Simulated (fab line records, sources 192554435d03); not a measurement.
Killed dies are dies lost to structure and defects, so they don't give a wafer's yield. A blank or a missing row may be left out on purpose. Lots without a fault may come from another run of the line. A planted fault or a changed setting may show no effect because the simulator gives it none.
Problem report in the 8D (eight disciplines) form, filled by code | flow n5_finfet | the parts of the form that need people (team, actions taken, sign-off) are left out

1. THE PROBLEM
M12_THK at N5_BEOL_M12_THK_MEAS_50 reads a mean of 224 nm on 3 wafers of 3 lots; wafers without a fault read 322 nm with a standard deviation of 4.5. That is -22 standard deviations from the usual mean.
The step: measures by xrf.
First seen on wafer L729.5, day 16 19:08, on film_metro-01. The record holds 21 wafers of 8 lots with a number at this step. Rule for "out", or "out of limits": more than 4 standard deviations from the usual mean. The other wafers with a number count as sound.

2. WHAT IT IS AND WHAT IT IS NOT
question                    | is                           | is not
which readings at this step | M12_THK                      | -
which lots                  | L727, L729, L731             | L714, L717, L728, L734, L737
which wafers of those lots  | L727.1, L729.5, L731.1       | L727.2, L729.6, L731.2
read on which gauges        | film_metro-01, film_metro-02 | -
when                        | from day 16 19:08            | up to then (13 sound wafers); but 5 sound wafers of L727, L731, L737 came after

3. SUSPECTS, AND WHAT RULES EACH OUT
Counting: a tool at a process step up to the reading stays a suspect if it ran every lot that is out. Sound lots after the first of them don't rule it out here, since some wafers of a struck lot are sound.
- the gauge at N5_BEOL_M12_THK_MEAS_50: ruled out. The wafers that are out were read on 2 gauges (film_metro-01, film_metro-02).
- rie_diel-04 at N5_BEOL_M12_DESCUM_33 (chemistry O2, time 7.9 s): kept. It ran every lot that is out, first L729 (day 16 15:00); its last sound lot up to then is L728 (day 15 07:45).
- rie_diel-04 at N5_BEOL_M12_TRENCH_ETCH_34 (etches SiOC in C4F8/O2/Ar, target depth 318.95 nm, time 125.5 s): kept. It ran every lot that is out, first L729 (day 16 15:24); its last sound lot up to then is L728 (day 15 08:07).
- ecd_cu-02 at N5_BEOL_M12_ECD_47 (material Cu, target thk 720 nm): kept. It ran every lot that is out, first L729 (day 16 18:26); its last sound lot up to then is L728 (day 15 09:30).
Left after counting: rie_diel-04 at N5_BEOL_M12_DESCUM_33, rie_diel-04 at N5_BEOL_M12_TRENCH_ETCH_34, ecd_cu-02 at N5_BEOL_M12_ECD_47.

4. THE CAUSE (what the simulator had put in)
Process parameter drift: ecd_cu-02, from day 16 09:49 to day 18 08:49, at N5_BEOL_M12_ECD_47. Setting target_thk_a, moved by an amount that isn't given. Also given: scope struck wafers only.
Counting left 3 suspects, and this tool is among them.

5. THE CHAIN OF EFFECTS, in route order
Each row: a reading whose mean over the struck wafers that have a number lies more than 3 standard deviations from the usual. Only readings for which the record gives a usual standard deviation are gone through. hours: the time from each lot's start at the first step in this table that gives one to its start at this step, as a median over the lots. sigmas: the change in usual standard deviations.
hours | step                    | reading           | usual         | on struck wafers | change  | sigmas
0     | N5_BEOL_M12_THK_MEAS_50 | M12_THK           | 322 nm        | 224              | -98     | -22
0     | N5_BEOL_M12_RS_MEAS_54  | M12_RS            | 0.0599 ohm/sq | 0.0871           | +0.0272 | +31
25    | N5_BEOL_M15_RC_MEAS_101 | SERP_M12          | 0.640 ohm/um  | 0.913            | +0.273  | +16
25    | N5_BEOL_M15_RC_MEAS_101 | SERP_M12_max_site | 0.653 ohm/um  | 0.933            | +0.280  | +15

6. WHAT WOULD HAVE CAUGHT IT SOONER
In this record the first reading out of limits at a measuring or inspecting step was taken at day 16 19:08, 9 hours after the fault began at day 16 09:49.
Of the lots that are out (3), L731, L727 began N5_BEOL_M12_ECD_47 on ecd_cu-02 after day 16 19:08. A hold on the tool at that time would have spared those 2.
